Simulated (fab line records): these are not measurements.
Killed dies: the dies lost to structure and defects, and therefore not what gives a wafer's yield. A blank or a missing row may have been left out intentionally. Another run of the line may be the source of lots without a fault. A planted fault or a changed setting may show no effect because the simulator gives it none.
Which tool did it?    flow n5_finfet    11 lots with 29 wafers sampled at 5 steps, on a route of 1938 steps

WHAT EACH GAUGE READ, for each wafer
N5_ILD0_THK_MEAS_13.
lot   measured     on             thk_nm (nm)
L452  day 3 23:06  film_metro-02  18.7 19.1 17.9
L453  day 4 03:20  film_metro-02  19.2 17.4 16.1
L455  day 4 12:59  film_metro-02  19.2 16.1 18.9
L456  day 4 22:02  film_metro-02  17.5 18.3 17.7
L465  day 7 01:47  film_metro-02  16.2 17.0
L466  day 7 08:56  film_metro-02  18.5 18.8
L467  day 7 16:13  film_metro-01  18.6 16.3
L469  day 8 03:47  film_metro-02  19.1 17.9 17.3
L471  day 8 16:30  film_metro-02  15.9 18.5 18.0
L473  day 9 00:22  film_metro-02  16.4 18.0
L475  day 9 12:00  film_metro-01  17.6 18.3 16.6

N5_SDB_THK_MEAS_31.
lot   measured     on             SDB_THK (nm)
L452  day 4 04:04  film_metro-01  63.9 63.0 64.8
L453  day 4 07:46  film_metro-02  65.6 66.7 64.4
L455  day 4 17:47  film_metro-01  64.9 62.7 65.2
L456  day 5 02:42  film_metro-01  65.1 64.8 65.6
L465  day 7 06:14  film_metro-02  63.6 61.8
L466  day 7 13:17  film_metro-02  64.2 64.0
L467  day 7 20:50  film_metro-01  62.8 65.4
L469  day 8 08:13  film_metro-01  62.8 63.5 63.4
L471  day 8 20:57  film_metro-01  65.6 67.0 64.3
L473  day 9 05:08  film_metro-01  62.8 65.0
L475  day 9 16:26  film_metro-01  61.4 62.2 61.8

N5_SDB_INSPECT_36: inspects for defects (darkfield).
lot   measured     on                 raw_defect_count
L452  day 4 04:05  defect_inspect-01  41 37 27
L453  day 4 07:47  defect_inspect-02  34 61 28
L455  day 4 17:49  defect_inspect-01  37 26 33
L456  day 5 02:43  defect_inspect-02  17 28 30
L465  day 7 06:16  defect_inspect-02  48 24
L466  day 7 13:19  defect_inspect-02  27 20
L467  day 7 20:52  defect_inspect-02  20 16
L469  day 8 08:14  defect_inspect-02  44 28 67
L471  day 8 20:59  defect_inspect-02  28 48 23
L473  day 9 05:09  defect_inspect-02  28 39
L475  day 9 16:27  defect_inspect-01  60 47 15

N5_BEOL_M4_RC_MEAS_101.
lot   measured      on         DIBL_N (mV/V)   DIBL_P (mV/V)   IOFF_N (nA/um)     IOFF_P (nA/um)  ION_N (uA/um)  ION_P (uA/um)  SS_N (mV/dec)   SS_P (mV/dec)   VT_N (mV)    VT_P (mV)
L452  day 7 14:54   prober-01  37.0 35.4 37.2  37.6 34.6 38.3  0.149 0.118 0.144  0.21 0.17 0.22  664 654 664    462 457 461    71.6 71.8 71.6  73.3 72.9 73.2  249 255 252  -251 -254 -251
L453  day 8 06:20   prober-01  36.9 36.2 36.3  35.9 35.2 34.8  0.156 0.148 0.152  0.20 0.19 0.18  667 675 658    456 457 453    71.5 71.4 71.5  72.8 73.0 72.6  250 251 253  -250 -252 -252
L455  day 8 09:32   prober-01  37.8 35.9 36.7  37.3 34.2 36.4  0.161 0.137 0.148  0.24 0.19 0.22  666 672 654    464 462 454    71.8 72.3 71.5  73.8 72.5 73.3  249 250 253  -246 -249 -247
L456  day 9 00:53   prober-02  34.6 36.3 35.7  34.7 36.2 35.8  0.141 0.157 0.162  0.19 0.21 0.21  683 676 677    467 466 469    70.9 72.1 71.3  72.6 73.3 72.5  250 249 249  -252 -250 -249
L465  day 11 08:58  prober-01  34.4 36.9       34.9 37.7       0.118 0.155        0.18 0.22       662 670        458 470        71.3 71.5       73.1 74.0       254 250      -251 -250
L466  day 11 09:44  prober-02  36.2 37.0       35.5 36.4       0.175 0.184        0.20 0.19       692 686        470 452        70.5 71.6       73.2 74.3       247 245      -252 -254
L467  day 11 15:38  prober-01  34.1 37.3       32.4 36.1       0.122 0.177        0.16 0.21       666 684        459 467        71.0 71.5       72.4 74.1       252 248      -255 -251
L469  day 12 05:31  prober-01  35.6 36.9 36.6  37.1 37.5 37.7  0.150 0.166 0.169  0.19 0.19 0.20  663 676 675    457 460 457    71.3 72.4 72.3  73.5 73.6 73.7  253 248 251  -254 -254 -254
L471  day 12 12:51  prober-01  36.9 36.9 36.4  39.4 39.2 38.2  0.195 0.187 0.174  0.25 0.23 0.22  675 673 671    465 463 462    71.8 72.0 72.4  74.3 74.5 74.7  247 249 250  -247 -252 -248
L473  day 13 12:38  prober-02  35.6 34.5       36.6 34.6       0.159 0.131        0.20 0.17       674 664        456 456        71.3 71.1       72.6 73.1       247 252      -252 -255
L475  day 14 09:27  prober-01  36.2 36.6 34.8  36.8 36.4 36.0  0.181 0.180 0.168  0.23 0.23 0.23  684 680 686    469 468 473    71.1 70.9 71.5  73.3 72.5 73.6  247 246 244  -247 -248 -247

TOOL THAT RAN EACH LOT (tool first, then ch and the chambers of the sampled wafers, then the start)
lot   N5_SDB_ALD_29
L452  ald_sin-02 ch 1,2,3, day 4 01:02
L453  ald_sin-02 ch 0,2,3, day 4 04:44
L455  ald_sin-02 ch 0,2,3, day 4 14:46
L456  ald_sin-02 ch 1,2,3, day 4 23:40
L465  ald_sin-02 ch 0,1, day 7 04:34
L466  ald_sin-02 ch 1,3, day 7 11:36
L467  ald_sin-02 ch 1,2, day 7 19:10
L469  ald_sin-04 ch 0,1, day 8 05:11
L471  ald_sin-01 ch 1,3, day 8 17:55
L473  ald_sin-04 ch 0, day 9 02:06
L475  ald_sin-04 ch 1,2, day 9 13:24
- N5_SDB_ALD_29: deposits SiNx, target thk 30 nm, pulse time 1 s, ald cycles 600.

WHAT THE TOOLS THEMSELVES READ (means of the sampled wafers that have a number; where no wafer has one, the mark that the record gives instead)
N5_SDB_ALD_29.
lot   tool        heater_power_w (W)  precursor_pulse_height_rel
L452  ald_sin-02  817                 0.993
L453  ald_sin-02  778                 0.992
L455  ald_sin-02  792                 1.000
L456  ald_sin-02  819                 1.000
L465  ald_sin-02  846                 1.018
L466  ald_sin-02  799                 1.006
L467  ald_sin-02  878                 1.020
L469  ald_sin-04  941                 1.007
L471  ald_sin-01  913                 0.990
L473  ald_sin-04  952                 1.000
L475  ald_sin-04  844                 1.006

THE ANSWER, worked out from the rows above alone
Rule: the usual values come from the lots themselves. The widest of any qualifying gaps counts: lots, ordered by their means at a reading, are off when they make up no more than a third of the lots, leave a main group of 4 or more, and stand apart from it by 3 or more times the standard deviation of that group's means. If all means in a main group match to the digits the tables above print for the reading, that group is not used. Also off: a lot with no number at a reading for which 4 or more lots have one. Any other lot the step has rows for is counted as sound. The gauges are gone through in route order, then the tools' own readings, and for those a lot's mean is taken as printed above. At the first step where some lot is off, the reading lying furthest off is the one used; lots without a number count as furthest.
No lot is off on any of the readings shown, so nothing can be concluded from this.

WHAT THE SIMULATOR HAD PUT IN
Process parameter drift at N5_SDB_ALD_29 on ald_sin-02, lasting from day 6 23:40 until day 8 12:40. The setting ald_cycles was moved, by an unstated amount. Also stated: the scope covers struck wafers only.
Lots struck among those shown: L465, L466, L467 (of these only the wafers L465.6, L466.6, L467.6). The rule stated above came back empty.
